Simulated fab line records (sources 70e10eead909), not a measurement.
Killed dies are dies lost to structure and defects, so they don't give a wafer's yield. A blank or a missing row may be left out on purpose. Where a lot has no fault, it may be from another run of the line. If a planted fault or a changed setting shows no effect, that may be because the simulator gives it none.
Chamber matching || flow nand_harc || NHARC_A_STAIRCASE_DESCUM_291 on rie_diel-02: 4 sister chambers
The step chemistry O2, time 3 s. 24 wafers are shown with their chamber, then 12 later ones without.

== WAFERS PAIRED WITH THEIR CHAMBERS ==
{"wafer": "L074.4", "chamber": 3, "drypump_motor_current_A (A)": 5.0, "showerhead_plenum_p_Torr (Torr)": 1.83, "oes_product_au (a.u.)": 0.995}
{"wafer": "L074.5", "chamber": 2, "drypump_motor_current_A (A)": 5.3, "showerhead_plenum_p_Torr (Torr)": 1.80, "oes_product_au (a.u.)": 0.993}
{"wafer": "L074.6", "chamber": 3, "drypump_motor_current_A (A)": 5.0, "showerhead_plenum_p_Torr (Torr)": 1.83, "oes_product_au (a.u.)": 0.992}
{"wafer": "L079.1", "chamber": 3, "drypump_motor_current_A (A)": 5.0, "showerhead_plenum_p_Torr (Torr)": 1.83, "oes_product_au (a.u.)": 0.998}
{"wafer": "L079.3", "chamber": 2, "drypump_motor_current_A (A)": 5.4, "showerhead_plenum_p_Torr (Torr)": 1.80, "oes_product_au (a.u.)": 0.997}
{"wafer": "L079.6", "chamber": 1, "drypump_motor_current_A (A)": 5.4, "showerhead_plenum_p_Torr (Torr)": 1.80, "oes_product_au (a.u.)": 1.015}
{"wafer": "L078.1", "chamber": 2, "drypump_motor_current_A (A)": 5.3, "showerhead_plenum_p_Torr (Torr)": 1.79, "oes_product_au (a.u.)": 0.986}
{"wafer": "L078.5", "chamber": 2, "drypump_motor_current_A (A)": 5.3, "showerhead_plenum_p_Torr (Torr)": 1.80, "oes_product_au (a.u.)": 1.004}
{"wafer": "L078.6", "chamber": 3, "drypump_motor_current_A (A)": 5.0, "showerhead_plenum_p_Torr (Torr)": 1.83, "oes_product_au (a.u.)": 0.992}
{"wafer": "L078.2", "chamber": 3, "drypump_motor_current_A (A)": 5.0, "showerhead_plenum_p_Torr (Torr)": 1.83, "oes_product_au (a.u.)": 1.004}
{"wafer": "L078.3", "chamber": 1, "drypump_motor_current_A (A)": 5.4, "showerhead_plenum_p_Torr (Torr)": 1.80, "oes_product_au (a.u.)": 1.002}
{"wafer": "L078.4", "chamber": 0, "drypump_motor_current_A (A)": 5.9, "showerhead_plenum_p_Torr (Torr)": 1.87, "oes_product_au (a.u.)": 1.010}
{"wafer": "L084.1", "chamber": 2, "drypump_motor_current_A (A)": 5.4, "showerhead_plenum_p_Torr (Torr)": 1.79, "oes_product_au (a.u.)": 0.996}
{"wafer": "L084.2", "chamber": 3, "drypump_motor_current_A (A)": 5.0, "showerhead_plenum_p_Torr (Torr)": 1.82, "oes_product_au (a.u.)": 0.994}
{"wafer": "L084.4", "chamber": 0, "drypump_motor_current_A (A)": 5.9, "showerhead_plenum_p_Torr (Torr)": 1.86, "oes_product_au (a.u.)": 1.008}
{"wafer": "L084.3", "chamber": 1, "drypump_motor_current_A (A)": 5.4, "showerhead_plenum_p_Torr (Torr)": 1.79, "oes_product_au (a.u.)": 1.016}
{"wafer": "L084.5", "chamber": 0, "drypump_motor_current_A (A)": 5.9, "showerhead_plenum_p_Torr (Torr)": 1.86, "oes_product_au (a.u.)": 0.997}
{"wafer": "L084.6", "chamber": 1, "drypump_motor_current_A (A)": 5.4, "showerhead_plenum_p_Torr (Torr)": 1.79, "oes_product_au (a.u.)": 1.004}
{"wafer": "L086.1", "chamber": 2, "drypump_motor_current_A (A)": 5.4, "showerhead_plenum_p_Torr (Torr)": 1.79, "oes_product_au (a.u.)": 1.007}
{"wafer": "L086.2", "chamber": 1, "drypump_motor_current_A (A)": 5.4, "showerhead_plenum_p_Torr (Torr)": 1.79, "oes_product_au (a.u.)": 1.015}
{"wafer": "L086.4", "chamber": 0, "drypump_motor_current_A (A)": 5.9, "showerhead_plenum_p_Torr (Torr)": 1.86, "oes_product_au (a.u.)": 1.007}
{"wafer": "L089.1", "chamber": 3, "drypump_motor_current_A (A)": 5.0, "showerhead_plenum_p_Torr (Torr)": 1.82, "oes_product_au (a.u.)": 1.000}
{"wafer": "L089.4", "chamber": 0, "drypump_motor_current_A (A)": 5.9, "showerhead_plenum_p_Torr (Torr)": 1.86, "oes_product_au (a.u.)": 1.003}
{"wafer": "L089.5", "chamber": 3, "drypump_motor_current_A (A)": 5.0, "showerhead_plenum_p_Torr (Torr)": 1.82, "oes_product_au (a.u.)": 1.002}

SIGNATURES, as means of the wafers listed above
{"reading": "drypump_motor_current_A", "chamber 0": 5.900, "chamber 1": 5.400, "chamber 2": 5.350, "chamber 3": 5.000, "scatter within a chamber": 0.0274}
{"reading": "showerhead_plenum_p_Torr", "chamber 0": 1.8620, "chamber 1": 1.7940, "chamber 2": 1.7950, "chamber 3": 1.8263, "scatter within a chamber": 0.00518}
{"reading": "oes_product_au", "chamber 0": 1.00500, "chamber 1": 1.01040, "chamber 2": 0.99717, "chamber 3": 0.99713, "scatter within a chamber": 0.00602}
Rule: a wafer's distance from a chamber is the root of the sum, over the readings, of the square of ((its reading less the chamber's mean) divided by the reading's scatter). If the next closest chamber is less than 2 further off than the closest, the wafer can't be placed; otherwise it belongs to the closest. The scatter: the root of (the sum of the squares of (reading less its chamber's mean) over the shown wafers, divided by (wafers less chambers)).

== WAFERS WHOSE CHAMBER IS MISSING ==
{"wafer": "L091.4", "drypump_motor_current_A (A)": 5.3, "showerhead_plenum_p_Torr (Torr)": 1.79, "oes_product_au (a.u.)": 0.989}
{"wafer": "L091.5", "drypump_motor_current_A (A)": 5.4, "showerhead_plenum_p_Torr (Torr)": 1.79, "oes_product_au (a.u.)": 0.995}
{"wafer": "L091.6", "drypump_motor_current_A (A)": 5.4, "showerhead_plenum_p_Torr (Torr)": 1.79, "oes_product_au (a.u.)": 0.990}
{"wafer": "L094.1", "drypump_motor_current_A (A)": 5.0, "showerhead_plenum_p_Torr (Torr)": 1.82, "oes_product_au (a.u.)": 0.994}
{"wafer": "L094.2", "drypump_motor_current_A (A)": 5.4, "showerhead_plenum_p_Torr (Torr)": 1.78, "oes_product_au (a.u.)": 0.982}
{"wafer": "L094.3", "drypump_motor_current_A (A)": 5.9, "showerhead_plenum_p_Torr (Torr)": 1.86, "oes_product_au (a.u.)": 0.983}
{"wafer": "L094.4", "drypump_motor_current_A (A)": 5.4, "showerhead_plenum_p_Torr (Torr)": 1.79, "oes_product_au (a.u.)": 1.003}
{"wafer": "L094.5", "drypump_motor_current_A (A)": 5.4, "showerhead_plenum_p_Torr (Torr)": 1.79, "oes_product_au (a.u.)": 0.993}
{"wafer": "L094.6", "drypump_motor_current_A (A)": 5.4, "showerhead_plenum_p_Torr (Torr)": 1.79, "oes_product_au (a.u.)": 0.989}
{"wafer": "L095.1", "drypump_motor_current_A (A)": 5.9, "showerhead_plenum_p_Torr (Torr)": 1.86, "oes_product_au (a.u.)": 0.989}
{"wafer": "L095.2", "drypump_motor_current_A (A)": 5.4, "showerhead_plenum_p_Torr (Torr)": 1.79, "oes_product_au (a.u.)": 0.994}
{"wafer": "L095.3", "drypump_motor_current_A (A)": 5.0, "showerhead_plenum_p_Torr (Torr)": 1.82, "oes_product_au (a.u.)": 1.000}

== WHICH CHAMBER EACH ONE RAN IN ==
{"wafer": "L091.4", "from the rows above": 2, "in truth": 2}
{"wafer": "L091.5", "from the rows above": "can't be placed: 2 or 1", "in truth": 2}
{"wafer": "L091.6", "from the rows above": "can't be placed: 2 or 1", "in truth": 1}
{"wafer": "L094.1", "from the rows above": 3, "in truth": 3}
{"wafer": "L094.2", "from the rows above": "can't be placed: 2 or 1", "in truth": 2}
{"wafer": "L094.3", "from the rows above": 0, "in truth": 0}
{"wafer": "L094.4", "from the rows above": "can't be placed: 1 or 2", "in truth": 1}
{"wafer": "L094.5", "from the rows above": "can't be placed: 2 or 1", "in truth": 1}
{"wafer": "L094.6", "from the rows above": "can't be placed: 2 or 1", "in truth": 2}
{"wafer": "L095.1", "from the rows above": 0, "in truth": 0}
{"wafer": "L095.2", "from the rows above": "can't be placed: 2 or 1", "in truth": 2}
{"wafer": "L095.3", "from the rows above": 3, "in truth": 3}
Placed correctly: 5 of 12. From these rows, 7 cannot be placed; in 7 the true chamber is one of the candidates. Wrongly placed: 0.
